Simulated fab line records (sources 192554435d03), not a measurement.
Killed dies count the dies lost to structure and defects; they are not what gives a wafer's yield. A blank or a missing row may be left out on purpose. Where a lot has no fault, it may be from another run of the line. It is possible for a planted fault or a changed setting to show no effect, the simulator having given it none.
Matching of chambers	flow n5Finfet	N5_BEOL_M7_PECVD_70 on pecvd-03 has 3 sister chambers
The step deposits SiO2 from TEOS/O2, target thk 20 nm, time 22.7 s. 27 wafers are shown with their chamber, then 12 later ones without.

== WAFERS PAIRED WITH THEIR CHAMBERS ==
wafer	chamber	showerheadVppV (V)	showerheadPlenumPTorr (Torr)	heaterPowerW (W)
L074.1	1	1227	8.77	790
L074.3	0	1310	8.85	672
L074.5	0	1307	8.84	690
L076.3	0	1306	8.84	666
L076.4	2	1345	8.75	698
L076.6	1	1260	8.78	806
L077.2	1	1233	8.73	804
L077.4	1	1247	8.75	793
L077.5	0	1299	8.85	750
L079.1	2	1355	8.75	747
L079.2	0	1287	8.88	649
L079.6	1	1256	8.78	779
L081.2	0	1293	8.83	700
L081.3	1	1240	8.78	800
L081.5	0	1294	8.84	686
L084.1	0	1328	8.85	647
L084.2	1	1259	8.77	822
L084.4	2	1345	8.76	783
L088.2	1	1253	8.78	818
L088.3	2	1356	8.75	774
L088.5	2	1338	8.75	764
L094.3	0	1293	8.81	724
L094.4	1	1254	8.76	766
L094.5	2	1355	8.75	776
L085.2	2	1356	8.74	683
L085.4	2	1352	8.74	676
L085.6	1	1222	8.76	784

SIGNATURES, as means of the wafers listed above
reading	chamber 0	chamber 1	chamber 2	scatter within a chamber
showerheadVppV	1301.89	1245.10	1350.25	11.7
showerheadPlenumPTorr	8.8433	8.7660	8.7487	0.0152
heaterPowerW	687.11	796.20	737.62	32.9
Rule: distance of a wafer from a chamber = root of the sum over the readings of ((wafer's reading minus chamber's mean) / reading's scatter) squared. The wafer belongs to the nearest chamber; if the next one is less than 2 further off, it can't be placed. The scatter: take each reading less its chamber's mean, square it, sum over the shown wafers, divide by the number of wafers less the number of chambers, and take the root.

== WAFERS MISSING THEIR CHAMBER ==
wafer	showerheadVppV (V)	showerheadPlenumPTorr (Torr)	heaterPowerW (W)
L089.3	1351	8.76	823
L089.5	1383	8.75	799
L089.6	1322	8.87	743
L087.1	1231	8.78	753
L087.2	1398	8.74	660
L087.3	1327	8.86	789
L086.3	1231	8.79	702
L086.4	1266	8.77	711
L086.5	1308	8.85	729
L097.1	1300	8.82	761
L097.3	1285	8.75	827
L097.6	1301	8.86	749

== WHICH CHAMBER EACH WENT THROUGH ==
wafer	from the rows above	in truth
L089.3	2	2
L089.5	2	2
L089.6	0	0
L087.1	1	1
L087.2	2	2
L087.3	0	0
L086.3	1	1
L086.4	1	1
L086.5	0	0
L097.1	0	0
L097.3	1	1
L097.6	0	0
12 of 12 placed correctly. Number that these rows cannot place: 0. Placed wrongly: 0.
